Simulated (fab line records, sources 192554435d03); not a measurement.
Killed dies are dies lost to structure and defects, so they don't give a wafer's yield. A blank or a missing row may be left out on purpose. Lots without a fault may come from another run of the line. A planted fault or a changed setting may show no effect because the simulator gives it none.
Chamber matching | flow n5_finfet | N5_BEOL_M0_SAQP_SPACER2_ALD_26 on ald_sin-02: 4 sister chambers
The step deposits SiO2, target thk 15 nm, pulse time 1 s, purge time 2 s. 14 wafers are shown with their chamber, then 7 later ones without.

WAFERS WITH THEIR CHAMBER
wafer  | chamber | heater_power_w (W) | precursor_pulse_height_rel
L076.3 | 1       | 405                | 1.023
L076.4 | 3       | 452                | 1.011
L076.6 | 1       | 398                | 1.007
L082.1 | 3       | 442                | 1.032
L082.4 | 0       | 523                | 1.018
L082.5 | 3       | 450                | 1.021
L084.1 | 0       | 532                | 0.988
L084.3 | 2       | 486                | 1.016
L084.6 | 1       | 402                | 1.035
L087.1 | 3       | 460                | 0.985
L087.3 | 0       | 524                | 0.982
L087.5 | 1       | 405                | 1.008
L088.2 | 1       | 394                | 0.972
L088.3 | 3       | 456                | 1.011

SIGNATURES (means of the wafers above)
reading                    | chamber 0 | chamber 1 | chamber 2 | chamber 3 | scatter within a chamber
heater_power_w             | 526.33    | 400.80    | 486.00    | 452.00    | 5.69
precursor_pulse_height_rel | 0.99600   | 1.00900   | 1.01600   | 1.01200   | 0.0205
Rule: a wafer's distance from a chamber is the root of the sum, over the readings, of the square of ((its reading less the chamber's mean) divided by the reading's scatter). The wafer belongs to the nearest chamber; if the next one is less than 2 further off, it can't be placed. The scatter: the root of (the sum of the squares of (reading less its chamber's mean) over the shown wafers, divided by (wafers less chambers)).

WAFERS WITHOUT THEIR CHAMBER
wafer  | heater_power_w (W) | precursor_pulse_height_rel
L088.4 | 402                | 0.975
L090.1 | 530                | 1.022
L090.3 | 463                | 0.934
L090.4 | 407                | 0.997
L096.3 | 470                | 1.010
L096.4 | 451                | 0.970
L096.5 | 447                | 1.031

WHICH CHAMBER EACH WENT THROUGH
wafer  | from the rows above     | in truth
L088.4 | 1                       | 1
L090.1 | 0                       | 0
L090.3 | can't be placed: 3 or 2 | 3
L090.4 | 1                       | 1
L096.3 | can't be placed: 2 or 3 | 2
L096.4 | 3                       | 3
L096.5 | 3                       | 3
Placed correctly: 5 of 7. Can't be placed from these rows: 2 (the true chamber is among the candidates in 2). Placed wrongly: 0.
